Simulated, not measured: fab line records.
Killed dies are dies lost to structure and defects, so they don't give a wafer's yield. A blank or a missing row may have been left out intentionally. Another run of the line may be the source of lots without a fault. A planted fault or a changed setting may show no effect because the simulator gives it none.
Matching of chambers + flow n5Finfet + N5_BEOL_M3_ETCH_69 on rieDiel-03 has 4 sister chambers
The step etches SiARC in CF4, target depth 15.6 nm, time 26 s. 18 wafers are shown with their chamber, then 9 later ones without.

## WAFERS, EACH WITH ITS CHAMBER
| wafer  | chamber | showerheadPlenumPTorr (Torr) | drypumpMotorCurrentA (A) | oesProductAu (a.u.) |
|--------|---------|------------------------------|--------------------------|---------------------|
| L074.1 | 3       | 2.18                         | 6.2                      | 0.77                |
| L074.3 | 1       | 2.23                         | 6.2                      | 0.63                |
| L074.6 | 3       | 2.18                         | 6.2                      | 0.78                |
| L076.2 | 2       | 2.15                         | 5.4                      | 0.64                |
| L076.3 | 0       | 2.07                         | 6.1                      | 0.68                |
| L076.6 | 1       | 2.23                         | 6.1                      | 0.63                |
| L079.1 | 2       | 2.15                         | 5.4                      | 0.64                |
| L079.5 | 0       | 2.07                         | 6.2                      | 0.68                |
| L079.6 | 3       | 2.17                         | 6.3                      | 0.77                |
| L083.1 | 1       | 2.23                         | 6.1                      | 0.63                |
| L083.2 | 0       | 2.07                         | 6.2                      | 0.67                |
| L083.4 | 2       | 2.14                         | 5.5                      | 0.63                |
| L086.2 | 1       | 2.23                         | 6.1                      | 0.62                |
| L086.3 | 3       | 2.17                         | 6.2                      | 0.75                |
| L086.5 | 1       | 2.23                         | 6.1                      | 0.63                |
| L087.2 | 0       | 2.07                         | 6.2                      | 0.65                |
| L087.3 | 2       | 2.14                         | 5.5                      | 0.63                |
| L087.6 | 3       | 2.17                         | 6.3                      | 0.75                |

SIGNATURES (means of the wafers above)
| reading               | chamber 0 | chamber 1 | chamber 2 | chamber 3 | scatter within a chamber |
|-----------------------|-----------|-----------|-----------|-----------|--------------------------|
| showerheadPlenumPTorr | 2.0700    | 2.2300    | 2.1450    | 2.1740    | 0.00396                  |
| drypumpMotorCurrentA  | 6.175     | 6.120     | 5.450     | 6.240     | 0.0518                   |
| oesProductAu          | 0.6700    | 0.6280    | 0.6350    | 0.7640    | 0.0104                   |
Rule: a wafer's distance from a chamber is the root of the sum, over the readings, of the square of ((its reading less the chamber's mean) divided by the reading's scatter). The wafer belongs to the nearest chamber; if the next one is less than 2 further off, it can't be placed. The scatter is the square root of a quotient: the sum, over the shown wafers, of each reading's squared deviation from its chamber's mean, divided by wafers minus chambers.

## WAFERS WITHOUT THEIR CHAMBER
| wafer  | showerheadPlenumPTorr (Torr) | drypumpMotorCurrentA (A) | oesProductAu (a.u.) |
|--------|------------------------------|--------------------------|---------------------|
| L091.2 | 2.17                         | 6.3                      | 0.74                |
| L091.5 | 2.22                         | 6.1                      | 0.62                |
| L091.6 | 2.14                         | 5.4                      | 0.63                |
| L090.2 | 2.17                         | 6.3                      | 0.73                |
| L090.5 | 2.17                         | 6.3                      | 0.74                |
| L090.6 | 2.22                         | 6.1                      | 0.62                |
| L094.1 | 2.22                         | 6.2                      | 0.60                |
| L094.2 | 2.06                         | 6.2                      | 0.65                |
| L094.6 | 2.06                         | 6.2                      | 0.65                |

## THE CHAMBER EACH PASSED THROUGH
| wafer  | from the rows above | in truth |
|--------|---------------------|----------|
| L091.2 | 3                   | 3        |
| L091.5 | 1                   | 1        |
| L091.6 | 2                   | 2        |
| L090.2 | 3                   | 3        |
| L090.5 | 3                   | 3        |
| L090.6 | 1                   | 1        |
| L094.1 | 1                   | 1        |
| L094.2 | 0                   | 0        |
| L094.6 | 0                   | 0        |
9 of 9 placed correctly. From these rows, 0 cannot be placed. 0 placed wrongly.
